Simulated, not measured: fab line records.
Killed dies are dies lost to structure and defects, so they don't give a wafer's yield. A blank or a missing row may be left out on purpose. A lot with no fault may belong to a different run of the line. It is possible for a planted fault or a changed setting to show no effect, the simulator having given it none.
A struck lot beside a sound one | flow n5Finfet | 38 out of 1938 route steps
Sound: the wafers L510.3, L510.4, L510.6. Wafers struck: L518.2, L518.6. At the end, the cause is stated.
For every step that has rows: the tool of each side, followed by ch and its chambers, followed by its first start. Under that, the readings that differ: sound wafers | struck wafers | difference of the means | sigmas: that difference in standard deviations of wafers without a fault.
alike: words and numbers the same on both sides, and readings whose means are apart by under 2 such deviations; not compared: readings that were withheld, readings missing a value for some wafer, numbers with overlapping values and no deviation given by the record, and bounds like >300 which may hide the same value.
A row with sigmas, a row that says differs or no value, or rows on one side alone: a step with any of these is where the two part. Non-overlapping numbers with no deviation appear without sigmas and do not part them. A reading missing from all wafers of one side parts the sides only when that side holds two or more wafers.

first, 11 steps without rows for these wafers: N5_SD_EPI_N_SD_RECESS_17 (chemistry HBr/Cl2/O2, target depth 41 nm, time 23.7 s, bt time 3 s); N5_SD_EPI_N_STRIP_38 (strips in N2/H2); N5_SD_EPI_N_WET_ETCH_43 (etches SiO2 in dHF, time 14 s, target depth 1.5 nm); N5_SD_EPI_N_STRIP_18 (strips in SPM, time 750 s); N5_SD_EPI_N_SRD_20 (time 30 s); N5_SD_EPI_N_PRECLEAN_48 (cleans in NF3:NH3, afs cycles 2, time 20 s, sublimation time 60 s); N5_SD_EPI_N_VAPOR_ETCH_50 (etches Si in HCl, time 54 s); N5_SD_EPI_N_EPI_21 (deposits Si:P, time 690 s); N5_SD_EPI_N_PRECLEAN_24 (cleans in O3/DIW, time 60 s); N5_SD_EPI_N_SRD_25 (time 30 s); N5_SD_EPI_N_PRECLEAN_49 (cleans in NF3:NH3, afs cycles 1, time 20 s, sublimation time 60 s).
N5_SD_EPI_N_LINER_46: material SiNx, target thk 3 nm.
  sound on aldSin-03 ch 1,2, day 5 00:56; struck on aldSin-01 ch 2,3, day 6 23:53
reading                                    | sound       | struck   | difference | sigmas
heaterPowerW (W)                           | 772 690 682 | 861 1082 | +257       | +2
model.SiNx_of_SD_EPI_N_LINER_46.thkNm (nm) | 3 3 3       | 1.8 1.8  | -1.2       | 
then, 21 steps without rows for these wafers: N5_SD_EPI_P_COAT_34 (time 60 s, resist thk 350 nm); N5_SD_EPI_P_COAT_35 (time 60 s, resist thk 35 nm); N5_SD_EPI_P_COAT_03 (resist thk 150 nm); N5_SD_EPI_P_EBR_05; N5_SD_EPI_P_SOFTBAKE_04 (time 60 s); N5_SD_EPI_P_EXPOSE_06 (exposes mask SD P BLK, target cd 240 nm); N5_SD_EPI_P_PEB_07 (peb time 60 s); N5_SD_EPI_P_DEVELOP_08 (develop time 30 s); N5_SD_EPI_P_DESCUM_14 (chemistry O2, time 7.9 s); N5_SD_EPI_P_ETCH_36 (etches SiARC in CF4, target depth 45.5 nm, time 75.8 s); N5_SD_EPI_P_ETCH_37 (etches SOC in N2/H2, overetch 108 nm, time 486 s); N5_SD_EPI_P_STRIP_38 (strips in N2/H2); N5_SD_EPI_P_ETCHBACK_46 (etches SiNx in CH3F/O2, stops on SiO2, target depth 17.5 nm); N5_SD_EPI_P_ETCH_47 (etches SiOCN in CH3F/O2, target depth 25 nm); N5_SD_EPI_P_ETCH_16 (etches SiO2 in CHF3/O2, target depth 5 nm); N5_SD_EPI_P_STRIP_50 (strips in CHF3/O2); N5_SD_EPI_P_SD_RECESS_17 (chemistry HBr/Cl2/O2, target depth 39.1 nm, bt time 3 s); N5_SD_EPI_P_WET_ETCH_45 (etches SiO2 in dHF, time 10.7 s, target depth 2 nm, rinse time 30 s); N5_SD_EPI_P_STRIP_40 (strips in N2/H2); N5_SD_EPI_P_PRECLEAN_52 (cleans in O3/DIW, time 60 s); N5_SD_EPI_P_SRD_20 (time 30 s).
N5_SD_EPI_P_PRECLEAN_51: cleans in NF3:NH3, afs cycles 1, time 20 s, sublimation time 60 s.
  sound on epiRpcvd-03 ch 0, day 5 02:44; struck on epiRpcvd-03 ch 0, day 7 01:39
reading                                    | sound       | struck  | difference | sigmas
model.SiNx_of_SD_EPI_N_LINER_46.thkNm (nm) | 2.6 2.6 2.6 | 1.4 1.4 | -1.2       | 
then, 2 steps without rows for these wafers: N5_SD_EPI_P_VAPOR_ETCH_44 (etches SiGe30 in NF3/Ar, time 3.3 s); N5_SD_EPI_P_EPI_21 (deposits SiGe:B, time 355 s).
-- here the record skips 4 days between the struck wafers' starts before and after, leaving off in module SD_EPI_P and picking up in module BEOL_M4 (first step shown: number 1111 of the route) --
N5_BEOL_M4_RC_MEAS_101:
  sound on prober-02 ch 0, day 9 13:10; struck on prober-01 ch 0, day 11 08:22
reading            | sound             | struck      | difference | sigmas
DIBL_P (mV/V)      | 35.6 35.5 33.1    | 43.9 47.8   | +11.1      | +4
IOFF_P (nA/um)     | 0.20 0.21 0.17    | 0.55 0.67   | +0.42      | +9
IOFF_P_85C (nA/um) | 3.5 3.7 3.1       | 8.0 9.8     | +5.5       | +8
IOFF_P_LIN (nA/um) | 0.095 0.101 0.088 | 0.212 0.251 | +0.137     | +9
ION_P (uA/um)      | 452 466 467       | 504 511     | +46        | +5
REXT_P (ohm.um)    | 96 94 96          | 88 89       | -7         | -2
SS_P (mV/dec)      | 73.2 72.8 72.8    | 75.4 75.9   | +2.7       | +3
VT_P (mV)          | -251 -252 -253    | -233 -232   | +20        | +6
VT_P_LVT (mV)      | -100 -98 -101     | -84 -82     | +17        | +6
  alike: DIBL_N, IOFF_N, ION_N, SS_N, VT_N
-- the record jumps here: 4 days lie between the struck wafers' starts before and after (it left off in module BEOL_M4 and takes up again in module PASSIVATION, whose first step shown is number 1936 of the route) --
N5_PASSIVATION_PROBE_49:
  sound: prober-02 at day 13 23:56; struck: prober-02 at day 15 16:42
reading                 | sound          | struck      | difference | sigmas
defectLimitedYield (%)  | 92.5 93.0 93.8 | 85.4 88.4   | -6.2       | -4
killed_at_M4_up         | 6 3 9          | 12 20       | +10        | +2
killedAtFrontEnd        | 42 37 29       | 89 73       | +45        | +4
killedDies              | 88 83 73       | 172 137     | +73        | +4
killedOpen              | 42 54 42       | 114 92      | +57        | +4
killedShort             | 36 28 31       | 57 41       | +17        | +3
sort_bin_4_leakage (%)  | 0 0 0          | 12.80 53.14 | +32.97     | +99 or more
sort_bin_5_function (%) | 4.6 4.4 3.0    | 9.1 6.2     | +3.7       | +4
sort_bin_6_memory (%)   | 2.5 2.5 2.5    | 4.8 5.0     | +2.4       | +4
sortNPass               | 1092 1097 1107 | 857 416     | -462       | -26
sortYieldPct (%)        | 92.5 93.0 93.8 | 72.6 35.3   | -39.1      | -26
  alike: killed_at_M0_to_M3, killedAtContacts, killedAtOther

WHERE THEY PART
Earliest at N5_SD_EPI_N_LINER_46; latest, in this record, at N5_PASSIVATION_PROBE_49.

WHY: what the simulator had put in
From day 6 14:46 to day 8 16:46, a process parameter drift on aldSin-01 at N5_SD_EPI_N_LINER_46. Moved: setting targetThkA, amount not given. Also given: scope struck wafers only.
